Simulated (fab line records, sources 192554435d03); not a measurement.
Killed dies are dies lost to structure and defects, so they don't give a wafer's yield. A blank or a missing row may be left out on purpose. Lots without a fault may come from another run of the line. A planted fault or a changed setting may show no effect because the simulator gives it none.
fab line records | flow n5_finfet | part 2 of 2: steps 23 to 30 of 30
record lots=5 wafers=15 last_day=16
route steps=1938 shown BEOL_M3@1017 BEOL_M4@1021
lots that met no fault: from a run of the same line without faults
start_h: hours from the record's first day to the start of the lot's first wafer shown | wait_h: hours since the lot's step before | " the same as in the row above | L1.1+2: a row that stands for several wafers | - no value, or no start given | * or withheld: withheld | < > ~ a bound
route shown NAME@n: a module of which the file shows steps, and the number in the route of the first | usual: mean/standard deviation of fault-free wafers | same: alike in all rows | chamber/n: place in a boat | sites: the reading at each site | _std_site: their standard deviation | _edge_site: outer sites' mean less inner sites' | radius_mm: how far each site lies from the wafer's centre | mask NAME#n: copy n | behind: the tool/chamber that last shaped the wafer | hold: why the lot was held/for how many hours/how that ended | device: the transistor (n, p or np) that didn't switch | end of line: the same wafers' tests at the end of the route | a step without rows: its recipe alone | killed: dies lost to structure and defects at the first sort, not the wafer's yield | map: a wafer's dies, x killed, . not, _ none there
set.NAME: the setting as run; set.NAME@STEP: as run at that earlier step | model.NAME: the simulator's own value behind a step, which no gauge read
lots at some steps of the route; a table a step, a row a wafer
services: from which hour (start_h, from the record's first day; less than 0 if before it) a tool's chamber was out of use, for how many hours, and why
## steps
# step N5_BEOL_M4_ETCH_63
# recipe chemistry=CF4 target=SiARC target_depth_a=156 mask_material=CAR-EUV time_s=26 ion_energy_ev=80 pressure_mtorr=40 source_w=545 bias_w=36 Ar_flow_sccm=100 cf4_flow_sccm=100 ends=cleared
# usual drypump_motor_current_A=5.6/0.53 etch_rf_on_time_s=26.3/0.67 oes_product_au=0.68/0.048 rf_vpp_V=183.7/1 showerhead_plenum_p_Torr=2.13/0.06 throttle_valve_pct=15.58/0.23
# columns lot.wafer tool chamber start_h wait_h drypump_motor_current_A etch_rf_on_time_s oes_product_au rf_hours_counter_h rf_vpp_V showerhead_plenum_p_Torr throttle_valve_pct
L077.3 rie_diel-03 1 181.52 0.0 6.1 26.8 0.75 42 184.9 2.19 15.38
L077.4 " 0 " " 5.5 25.7 0.72 73 185.9 2.24 15.07
L077.6 " 3 " " 6.0 25.2 0.65 - 183.6 2.14 15.35
L079.1 rie_diel-06 0 207.37 0.0 6.2 25.7 0.73 45 183.3 2.10 15.68
L079.2 " 1 " " 4.8 26.3 0.62 172 182.2 2.05 15.74
L079.6 " 2 " " 5.4 27.2 0.68 - 184.1 2.09 15.65
L080.1 rie_diel-02 2 213.39 0.0 5.1 25.3 0.76 39 183.6 2.09 15.66
L080.3 " 1 " " 5.1 27.1 0.70 50 183.2 2.10 15.62
L080.4 " 3 " " 5.4 26.5 0.65 157 184.0 2.22 15.71
L084.1 rie_diel-06 1 230.03 0.0 4.8 26.4 0.61 180 183.5 2.04 15.75
L084.3 " 3 " " 6.6 25.6 0.67 109 183.6 2.16 15.75
L084.5 " 2 " " 5.4 27.5 0.67 - 182.9 2.08 15.68
L090.1 rie_diel-03 1 267.97 0.0 6.1 26.7 0.72 71 183.8 2.18 15.45
L090.2 " 0 " " 5.5 25.9 0.69 102 184.1 2.23 15.13
L090.6 " 1 " " 6.1 26.9 0.72 - 184.2 2.18 15.43
# step N5_BEOL_M4_ETCH_64
# recipe chemistry=N2/H2 target=SOC target_depth_a=750 overetch_a=225 mask_material=SiARC temp_c=40 time_s=121.9 ion_energy_ev=200 pressure_mtorr=30 source_w=840 bias_w=150 n2_flow_sccm=200 h2_flow_sccm=200
# usual drypump_motor_current_A=5.6/0.53 oes_product_au=0.61/0.042 rf_vpp_V=523.6/2.3 showerhead_plenum_p_Torr=2.52/0.08 throttle_valve_pct=17.74/0.27
# columns lot.wafer tool chamber start_h wait_h drypump_motor_current_A oes_product_au rf_hours_counter_h rf_vpp_V showerhead_plenum_p_Torr throttle_valve_pct
L077.3 rie_diel-03 1 181.55 0.0 6.2 0.68 42 525.2 2.59 17.52
L077.4 " 0 " " 5.5 0.62 73 529.3 2.68 17.23
L077.6 " 3 " " 6.0 0.57 - 523.9 2.54 17.69
L079.1 rie_diel-06 0 207.40 0.0 6.3 0.65 45 522.0 2.48 17.76
L079.2 " 1 " " 4.9 0.55 172 521.1 2.41 17.86
L079.6 " 2 " " 5.4 0.61 - 520.1 2.45 17.66
L080.1 rie_diel-02 2 213.42 0.0 5.1 0.67 39 522.4 2.49 18.09
L080.3 " 1 " " 5.0 0.63 50 521.2 2.48 17.87
L080.4 " 3 " " 5.4 0.58 157 526.6 2.65 17.79
L084.1 rie_diel-06 1 230.06 0.0 4.9 0.55 180 521.0 2.41 17.87
L084.3 " 3 " " 6.6 0.59 109 524.4 2.57 18.09
L084.5 " 2 " " 5.5 0.61 - 521.4 2.45 17.66
L090.1 rie_diel-03 1 267.99 0.0 6.1 0.64 71 524.6 2.58 17.56
L090.2 " 0 " " 5.5 0.61 102 528.2 2.67 17.28
L090.6 " 1 " " 6.2 0.64 - 525.1 2.58 17.57
# step N5_BEOL_M4_STRIP_65
# recipe chemistry=N2/H2 temp_c=40 n2_flow_sccm=200 h2_flow_sccm=200 rf_frequency_hz=6e+07
# columns lot.wafer tool chamber start_h wait_h
L077.3+4+6 rie_diel-03 1,0,3 181.66 0.1
L079.1+2+6 rie_diel-06 0,1,2 207.51 0.1
L080.1+3+4 rie_diel-02 2,1,3 213.53 0.1
L084.1+3+5 rie_diel-06 1,3,2 230.17 0.1
L090.1+2+6 rie_diel-03 1,0,1 268.11 0.1
# step N5_BEOL_M4_STRIP_75
# recipe chemistry=N2/H2 temp_c=40 n2_flow_sccm=200 h2_flow_sccm=200 rf_frequency_hz=6e+07
# columns lot.wafer tool chamber start_h wait_h
L077.3+4+6 rie_diel-03 1,0,3 181.67 0.0
L079.1+2+6 rie_diel-06 0,1,2 207.52 0.0
L080.1+3+4 rie_diel-02 2,1,3 213.54 0.0
L084.1+3+5 rie_diel-06 1,3,2 230.18 0.0
L090.1+2+6 rie_diel-03 1,0,1 268.12 0.0
# step N5_BEOL_M4_STRIP_66
# recipe chemistry=CF4 resist=SiARC power_w=300 bias_power_w=75 pressure_mtorr=50 cf4_flow_sccm=150 rf_frequency_hz=6e+07
# usual drypump_motor_current_A=5.6/0.53 oes_product_au=0.79/0.054 rf_vpp_V=270.9/1.5 showerhead_plenum_p_Torr=1.79/0.051 throttle_valve_pct=13.54/0.22
# columns lot.wafer tool chamber start_h wait_h drypump_motor_current_A oes_product_au rf_hours_counter_h rf_vpp_V showerhead_plenum_p_Torr throttle_valve_pct
L077.3 rie_diel-03 1 181.68 0.0 6.1 0.88 42 272.2 1.84 13.33
L077.4 " 0 " " 5.5 0.83 73 272.6 1.88 13.07
L077.6 " 3 " " 6.0 0.75 - 272.8 1.80 13.36
L079.1 rie_diel-06 0 207.53 0.0 6.2 0.85 45 270.2 1.76 13.59
L079.2 " 1 " " 4.8 0.73 172 270.7 1.71 13.72
L079.6 " 2 " " 5.4 0.81 - 269.5 1.75 13.61
L080.1 rie_diel-02 2 213.55 0.0 5.1 0.87 39 269.9 1.75 13.59
L080.3 " 1 " " 5.0 0.83 50 270.5 1.75 13.52
L080.4 " 3 " " 5.4 0.76 157 272.8 1.86 13.72
L084.1 rie_diel-06 1 230.19 0.0 4.9 0.72 180 268.7 1.71 13.73
L084.3 " 3 " " 6.6 0.78 109 271.5 1.80 13.67
L084.5 " 2 " " 5.4 0.80 - 272.6 1.75 13.63
L090.1 rie_diel-03 1 268.13 0.0 6.1 0.85 71 272.1 1.83 13.40
L090.2 " 0 " " 5.5 0.79 102 272.5 1.87 13.14
L090.6 " 1 " " 6.1 0.84 - 272.5 1.83 13.40
# step N5_BEOL_M4_HM_OPEN_17
# recipe chemistry=Cl2/BCl3 target_depth_a=200 overetch_a=60 target=TiN mask_material=SOC ion_energy_ev=150 pressure_mtorr=10 icp_w=1000 bias_w=126 Cl2_flow_sccm=53.25 bcl3_flow_sccm=21.75 Ar_flow_sccm=25
# usual drypump_motor_current_A=5.6/0.58 mfc_cl2_sccm=53.23/0.16 oes_product_au=0.65/0.078 throttle_valve_pct=22.12/0.19
# columns lot.wafer tool chamber start_h wait_h drypump_motor_current_A mfc_cl2_sccm oes_product_au rf_hours_counter_h throttle_valve_pct
L077.3 rie_metal-01 0 181.75 0.1 6.2 53.30 0.78 - 22.02
L077.4 " 1 " " 5.8 53.40 0.55 - 22.38
L077.6 " 1 " " 5.8 53.42 0.56 - 22.37
L079.1 rie_metal-03 0 207.57 0.0 4.6 53.19 0.66 38 22.25
L079.2 " 1 " " 5.9 53.14 0.58 80 21.82
L079.6 " 1 " " 5.9 53.10 0.58 - 21.83
L080.1 rie_metal-03 0 213.59 0.0 4.6 52.99 0.68 38 22.22
L080.3 " 0 " " 4.6 53.12 0.68 - 22.26
L080.4 " 1 " " 5.9 53.41 0.58 - 21.84
L084.1 rie_metal-03 1 230.23 0.0 5.9 53.25 0.58 82 21.83
L084.3 " 0 " " 4.6 52.98 0.67 - 22.25
L084.5 " 1 " " 5.9 53.12 0.58 - 21.83
L090.1 rie_metal-01 1 268.17 0.0 5.8 53.15 0.55 114 22.41
L090.2 " 0 " " 6.2 53.33 0.74 15 22.05
L090.6 " 0 " " 6.2 53.46 0.74 - 22.05
# step N5_BEOL_M4_STRIP_19
# recipe chemistry=O2 power_w=400 temp_c=40 pressure_mtorr=30 rf_frequency_hz=6e+07 bias_power_w=0 overash_fraction=0.2 o2_flow_sccm=225
# usual drypump_motor_current_A=5.7/0.52 oes_product_au=0.80/0.056 rf_vpp_V=3.7/0.49 showerhead_plenum_p_Torr=2.09/0.066 throttle_valve_pct=16.62/0.23
# columns lot.wafer tool chamber start_h wait_h drypump_motor_current_A oes_product_au rf_hours_counter_h rf_vpp_V showerhead_plenum_p_Torr throttle_valve_pct
L077.3 rie_diel-03 2 181.83 0.1 5.6 0.88 31 2.5 2.14 16.28
L077.4 " 0 " " 5.5 0.83 73 4.2 2.22 16.23
L077.6 " 2 " " 5.6 0.88 - 4.0 2.14 16.24
L079.1 rie_diel-02 1 207.73 0.1 5.0 0.84 48 3.4 2.04 16.62
L079.2 " 2 " " 5.1 0.88 38 4.1 2.05 16.77
L079.6 " 0 " " 5.4 0.72 - 3.3 2.08 16.78
L080.1 rie_diel-02 0 213.71 0.1 5.4 0.71 166 3.7 2.07 16.79
L080.3 " 1 " " 5.0 0.85 50 4.1 2.04 16.64
L080.4 " 2 " " 5.1 0.89 39 3.2 2.04 16.78
L084.1 rie_diel-06 2 230.34 0.1 5.4 0.78 112 3.3 2.01 16.59
L084.3 " 1 " " 4.8 0.72 180 4.2 2.02 16.98
L084.5 " 1 " " 4.9 0.72 - 3.0 2.02 16.98
L090.1 rie_diel-03 2 268.28 0.1 5.6 0.83 61 4.5 2.13 16.31
L090.2 " 0 " " 5.4 0.81 102 3.3 2.21 16.28
L090.6 " 2 " " 5.6 0.83 - 2.5 2.13 16.30
# step N5_BEOL_M4_CD_MEAS_18
# recipe pitch_nm=36 target_cd_nm=18
# usual cd_nm=18.0/0.37
# columns lot.wafer tool chamber start_h wait_h cd_nm
L077.3 cd_sem-02 - 181.91 0.1 17.9
L077.4 " - " " 17.7
L077.6 " - " " 17.9
L079.1 cd_sem-03 - 207.80 0.0 18.3
L079.2 " - " " 18.7
L079.6 " - " " 19.0
L080.1 cd_sem-03 - 213.78 0.1 18.5
L080.3 " - " " 18.0
L080.4 " - " " 17.8
L084.1 cd_sem-01 - 230.41 0.0 17.5
L084.3 " - " " 18.2
L084.5 " - " " 18.2
L090.1 cd_sem-01 - 268.35 0.0 17.5
L090.2 " - " " 17.8
L090.6 " - " " 17.5
## services
# columns tool chamber start_h hours kind
rie_diel-06 0 162.38 3.7 repair
rie_diel-02 1 162.82 3.1 repair
pvd_sputter-03 - 164.10 7.1 repair
euv_scanner-02 - 165.44 1.0 pm
pecvd-02 0 167.87 5.5 scheduled_down
euv_scanner-01 - 176.56 1.0 pm
pecvd-01 2 190.23 2.3 repair
pecvd-01 2 192.53 5.5 scheduled_down
euv_scanner-02 - 193.10 4.6 pm
rie_metal-01 - 195.05 14.6 pm
pecvd-04 - 195.44 5.5 pm
pecvd-01 2 202.38 - clean
rie_metal-01 - 210.27 0.7 repair
pecvd-02 - 214.93 1.0 repair
pecvd-04 0 217.44 5.5 scheduled_down
euv_scanner-02 - 221.59 1.0 pm
euv_scanner-02 - 232.00 5.8 pm
rie_diel-06 3 237.05 5.0 repair
euv_scanner-01 - 237.83 1.0 pm
rie_metal-01 1 246.97 16.4 repair
pecvd-03 2 248.24 - calibration
pecvd-01 - 255.43 0.8 repair
euv_scanner-02 - 257.08 0.2 repair
rie_metal-03 - 264.13 0.5 repair
